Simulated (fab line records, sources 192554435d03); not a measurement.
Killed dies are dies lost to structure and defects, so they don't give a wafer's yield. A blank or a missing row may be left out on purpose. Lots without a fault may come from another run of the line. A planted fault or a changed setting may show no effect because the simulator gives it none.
Which tool did it? | flow n5_finfet | 21 lots, 63 wafers sampled, at 3 steps of a route of 1938

WHAT THE GAUGES READ, wafer by wafer
N5_BEOL_M0_SAQP_OVL_MEAS_15. Usual: M0_CORE_OVL 0.0 nm, standard deviation 0.74.
lot  | measured     | on         | M0_CORE_OVL (nm) | flag
L074 | day 5 11:37  | overlay-01 | 0.1 0.2 0.6      |
L075 | day 5 17:22  | overlay-01 | 0.3 1.5 0.5      |
L076 | day 5 21:12  | overlay-02 | 0.5 0.6 0.2      |
L077 | day 6 05:47  | overlay-01 | -0.3 1.5 0.7     |
L078 | day 6 12:52  | overlay-01 | 0.2 0.1 1.5      |
L080 | day 7 01:16  | overlay-02 | -0.2 -1.0 1.3    |
L081 | day 7 07:43  | overlay-02 | 0.0 -0.6 -1.1    |
L082 | day 7 14:05  | overlay-02 | -0.2 -0.9 -0.3   |
L083 | day 7 18:51  | overlay-02 | -1.0 -1.4 -0.7   |
L084 | day 7 21:42  | overlay-02 | -0.3 0.3 -0.4    |
L086 | day 8 13:39  | overlay-01 | -1.0 0.2 -0.4    |
L087 | day 8 18:07  | overlay-01 | 2.6 -1.1 1.3     |
L088 | day 9 00:41  | overlay-02 | 1.0 1.3 0.4      |
L089 | day 9 07:58  | overlay-01 | -0.7 -0.4 0.6    |
L090 | day 9 13:24  | overlay-01 | -0.8 -0.8 -0.1   |
L091 | day 9 17:26  | overlay-01 | 1.0 0.6 -0.6     |
L092 | day 10 01:19 | overlay-01 | 0.5 -0.1 -1.2    |
L094 | day 10 13:02 | overlay-02 | -0.1 0.0 0.1     |
L095 | day 10 19:31 | overlay-02 | -0.3 -0.6 0.4    |
L096 | day 11 03:48 | overlay-02 | 0.3 0.1 0.8      |
L097 | day 11 11:20 | overlay-01 | 0.1 -0.4 0.4     |

WHICH TOOL RAN EACH LOT (tool, then ch and the chambers of the sampled wafers, then the start)
lot  | N5_MOL_CONTACT_COAG_STRIP_96       | N5_MOL_CONTACT_COAG_ETCH_66
L074 | rie_diel-04 ch 0,3, day 5 04:46    | rie_diel-05 ch 0,1, day 5 05:34
L075 | rie_diel-04 ch 1,3, day 5 09:09    | rie_diel-04 ch 0,1,2, day 5 10:04
L076 | rie_diel-04 ch 0,1,3, day 5 13:24  | rie_diel-04 ch 0,2, day 5 14:13
L077 | rie_diel-05 ch 0,3, day 5 21:36    | rie_diel-06 ch 2,3, day 5 22:29
L078 | rie_diel-06 ch 1,2, day 6 04:58    | rie_diel-06 ch 1,3, day 6 06:02
L080 | rie_diel-05 ch 0,1, day 6 17:19    | rie_diel-04 ch 0,1,3, day 6 18:13
L081 | rie_diel-05 ch 0,1, day 6 23:35    | rie_diel-04 ch 0,3, day 7 00:29
L082 | rie_diel-06 ch 1,2, day 7 05:58    | rie_diel-05 ch 0,1,2, day 7 07:09
L083 | rie_diel-06 ch 1,2, day 7 08:33    | rie_diel-05 ch 0,1,2, day 7 10:05
L084 | rie_diel-04 ch 0,1,3, day 7 13:46  | rie_diel-06 ch 1,2,3, day 7 14:43
L086 | rie_diel-04 ch 0,1,3, day 8 06:23  | rie_diel-05 ch 0,1, day 8 07:26
L087 | rie_diel-06 ch 1,2,3, day 8 08:17  | rie_diel-04 ch 0,1,3, day 8 09:27
L088 | rie_diel-04 ch 0,3, day 8 16:50    | rie_diel-06 ch 1,3, day 8 17:59
L089 | rie_diel-05 ch 0,2, day 8 23:28    | rie_diel-06 ch 0,2,3, day 9 00:17
L090 | rie_diel-06 ch 1,2, day 9 04:33    | rie_diel-05 ch 0,2, day 9 05:19
L091 | rie_diel-06 ch 1,2,3, day 9 09:16  | rie_diel-06 ch 1,2, day 9 10:09
L092 | rie_diel-04 ch 2,3, day 9 17:13    | rie_diel-06 ch 1,3, day 9 18:28
L094 | rie_diel-06 ch 2,3, day 10 04:37   | rie_diel-05 ch 0,1,2, day 10 05:23
L095 | rie_diel-04 ch 1,2, day 10 11:05   | rie_diel-06 ch 2,3, day 10 11:55
L096 | rie_diel-05 ch 0,2, day 10 20:06   | rie_diel-05 ch 0,2,3, day 10 21:21
L097 | rie_diel-06 ch 0,2,3, day 11 01:38 | rie_diel-05 ch 2,3, day 11 02:38
- N5_MOL_CONTACT_COAG_STRIP_96: strips in N2/H2.
- N5_MOL_CONTACT_COAG_ETCH_66: etches SiARC in CF4, target depth 13 nm, time 21.7 s.

WHAT THE TOOLS THEMSELVES READ (means of the sampled wafers that have a number; where no wafer has one, the mark that the record gives instead)
N5_MOL_CONTACT_COAG_STRIP_96. Usual: drypump_motor_current_A 5.7 A, standard deviation 0.42; oes_product_au 0.76 a.u., standard deviation 0.092; rf_vpp_V 121.5 V, standard deviation 1.1; showerhead_plenum_p_Torr 3.29 Torr, standard deviation 0.1; throttle_valve_pct 19.0 %, standard deviation 0.46.
lot  | tool        | drypump_motor_current_A (A) | oes_product_au (a.u.) | rf_vpp_V (V) | showerhead_plenum_p_Torr (Torr) | throttle_valve_pct (%) | flag
L074 | rie_diel-04 | 5.5                         | 0.87                  | 121.5        | 3.26                            | 18.7                   |
L075 | rie_diel-04 | 5.3                         | 0.80                  | 121.3        | 3.25                            | 18.3                   |
L076 | rie_diel-04 | 5.4                         | 0.79                  | 121.4        | 3.24                            | 18.7                   |
L077 | rie_diel-05 | 5.6                         | 0.69                  | 121.2        | 3.27                            | 19.6                   |
L078 | rie_diel-06 | 5.6                         | 0.70                  | 122.0        | 3.27                            | 19.5                   |
L080 | rie_diel-05 | 6.0                         | 0.82                  | 121.0        | 3.27                            | 18.8                   |
L081 | rie_diel-05 | 6.0                         | 0.82                  | 121.6        | 3.27                            | 18.8                   |
L082 | rie_diel-06 | 5.7                         | 0.70                  | 120.7        | 3.26                            | 19.5                   |
L083 | rie_diel-06 | 5.6                         | 0.70                  | 121.3        | 3.26                            | 19.5                   |
L084 | rie_diel-04 | 5.4                         | 0.77                  | 120.4        | 3.23                            | 18.7                   |
L086 | rie_diel-04 | 5.4                         | 0.75                  | 121.2        | 3.23                            | 18.7                   |
L087 | rie_diel-06 | 6.0                         | 0.75                  | 122.3        | 3.27                            | 19.2                   |
L088 | rie_diel-04 | 5.5                         | 0.83                  | 121.4        | 3.25                            | 18.7                   |
L089 | rie_diel-05 | 5.5                         | 0.68                  | 121.0        | 3.25                            | 18.8                   |
L090 | rie_diel-06 | 5.8                         | 0.69                  | 121.6        | 3.28                            | 19.3                   |
L091 | rie_diel-06 | 6.0                         | 0.74                  | 121.2        | 3.26                            | 19.2                   |
L092 | rie_diel-04 | 5.6                         | 0.75                  | 122.4        | 3.42                            | 18.9                   |
L094 | rie_diel-06 | 6.2                         | 0.79                  | 120.8        | 3.25                            | 19.1                   |
L095 | rie_diel-04 | 5.6                         | 0.70                  | 121.4        | 3.39                            | 18.9                   |
L096 | rie_diel-05 | 5.5                         | 0.85                  | 122.8        | 3.52                            | 18.5                   |
L097 | rie_diel-06 | 6.2                         | 0.81                  | 122.3        | 3.25                            | 19.1                   |

N5_MOL_CONTACT_COAG_ETCH_66. Usual: drypump_motor_current_A 5.7 A, standard deviation 0.43; etch_rf_on_time_s 21.5 s, standard deviation 0.68; oes_product_au 0.66 a.u., standard deviation 0.085; rf_vpp_V 183.7 V, standard deviation 1.3; showerhead_plenum_p_Torr 2.10 Torr, standard deviation 0.072; throttle_valve_pct 15.57 %, standard deviation 0.28.
lot  | tool        | drypump_motor_current_A (A) | etch_rf_on_time_s (s) | oes_product_au (a.u.) | rf_vpp_V (V) | showerhead_plenum_p_Torr (Torr) | throttle_valve_pct (%) | flag
L074 | rie_diel-05 | 6.0                         | 21.3                  | 0.73                  | 183.7        | 2.09                            | 15.39                  |
L075 | rie_diel-04 | 5.5                         | 22.0                  | 0.61                  | 183.8        | 2.10                            | 15.52                  |
L076 | rie_diel-04 | 5.7                         | 21.6                  | 0.61                  | 183.6        | 2.10                            | 15.58                  |
L077 | rie_diel-06 | 5.8                         | 21.6                  | 0.68                  | 182.9        | 2.04                            | 15.53                  |
L078 | rie_diel-06 | 6.3                         | 20.3                  | 0.73                  | 183.5        | 2.08                            | 15.50                  |
L080 | rie_diel-04 | 5.4                         | 21.7                  | 0.66                  | 184.4        | 2.07                            | 15.35                  |
L081 | rie_diel-04 | 5.5                         | 21.7                  | 0.65                  | 183.0        | 2.06                            | 15.42                  |
L082 | rie_diel-05 | 5.6                         | 22.1                  | 0.65                  | 184.0        | 2.12                            | 15.56                  |
L083 | rie_diel-05 | 5.6                         | 21.7                  | 0.65                  | 184.4        | 2.12                            | 15.57                  |
L084 | rie_diel-06 | 6.0                         | 20.9                  | 0.67                  | 183.6        | 2.07                            | 15.66                  |
L086 | rie_diel-05 | 6.0                         | 21.4                  | 0.69                  | 183.3        | 2.08                            | 15.45                  |
L087 | rie_diel-04 | 5.4                         | 21.8                  | 0.65                  | 182.7        | 2.06                            | 15.38                  |
L088 | rie_diel-06 | 6.2                         | 20.7                  | 0.65                  | 183.8        | 2.09                            | 15.78                  |
L089 | rie_diel-06 | 6.2                         | 21.7                  | 0.65                  | 183.9        | 2.07                            | 15.69                  |
L090 | rie_diel-05 | 5.5                         | 22.1                  | 0.58                  | 183.6        | 2.10                            | 15.81                  |
L091 | rie_diel-06 | 5.6                         | 21.5                  | 0.60                  | 182.5        | 2.05                            | 15.81                  |
L092 | rie_diel-06 | 6.3                         | 20.2                  | 0.70                  | 183.8        | 2.07                            | 15.57                  |
L094 | rie_diel-05 | 5.6                         | 21.5                  | 0.71                  | 185.4        | 2.20                            | 15.43                  |
L095 | rie_diel-06 | 5.8                         | 21.4                  | 0.65                  | 183.4        | 2.03                            | 15.61                  |
L096 | rie_diel-05 | 5.5                         | 21.6                  | 0.74                  | 185.2        | 2.21                            | 15.51                  |
L097 | rie_diel-05 | 5.3                         | 22.1                  | 0.67                  | 184.8        | 2.19                            | 15.60                  |

THE ANSWER, worked out from the rows above alone
Rule: a lot is off if the mean of its wafers that have a number lies more than 3 standard deviations from the usual mean. A lot without any number at a reading at which 4 lots or more have one is off too. The other lots that the step has rows for count as sound. The gauges are gone through in route order, then the tools' own readings, and for those a lot's mean is taken as printed above. The first step at which some lot is off is used, and at that step the reading that is off furthest; a lot without a number counts as furthest.
No lot is off at any reading shown: from this, nothing can be told.

WHAT THE SIMULATOR HAD PUT IN
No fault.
